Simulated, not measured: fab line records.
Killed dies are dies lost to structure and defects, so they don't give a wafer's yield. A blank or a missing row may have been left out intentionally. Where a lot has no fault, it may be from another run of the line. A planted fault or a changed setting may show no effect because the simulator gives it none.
Chamber matching + flow nand-harc + NHARC_P_STI_ETCH_15 on rie-si-03 has 4 sister chambers
The step etches the open film in HBr/Cl2, target depth 300 nm, time 100.1 s. 4 wafers are shown with their chamber, then 7 later ones without.

## EACH WAFER AND ITS CHAMBER
| wafer  | chamber | drypump-motor-current-A (A) |
|--------|---------|-----------------------------|
| L572.3 | 0       | 5.1                         |
| L572.4 | 1       | 6.6                         |
| L574.1 | 3       | 5.8                         |
| L574.2 | 2       | 5.9                         |

## WAFERS WHOSE CHAMBER IS MISSING
| wafer  | drypump-motor-current-A (A) |
|--------|-----------------------------|
| L574.4 | 5.0                         |
| L577.2 | 5.1                         |
| L577.3 | 5.9                         |
| L577.4 | 5.8                         |
| L580.1 | 5.1                         |
| L580.2 | 5.9                         |
| L580.3 | 6.6                         |

## THE CHAMBER EACH PASSED THROUGH
| wafer  | from the rows above | in truth |
|--------|---------------------|----------|
| L574.4 | 0                   | 0        |
| L577.2 | 0                   | 0        |
| L577.3 | 2                   | 2        |
| L577.4 | 3                   | 3        |
| L580.1 | 0                   | 0        |
| L580.2 | 2                   | 2        |
| L580.3 | 1                   | 1        |
Correct placement for 7 of the 7. From these rows, 0 cannot be placed. Number placed wrongly: 0.
How it was worked out, from the rows above alone: a wafer's distance from a chamber is the root of the sum, over the readings, of the square of ((its reading less the chamber's mean) divided by the reading's scatter). If the next closest chamber is less than 2 further off than the closest, the wafer can't be placed; otherwise it belongs to the closest. Each chamber's mean is taken over the wafers shown for it. The scatter: with one shown wafer a chamber, the root of the mean of the squares of how far each hidden wafer lies from its nearest shown one.
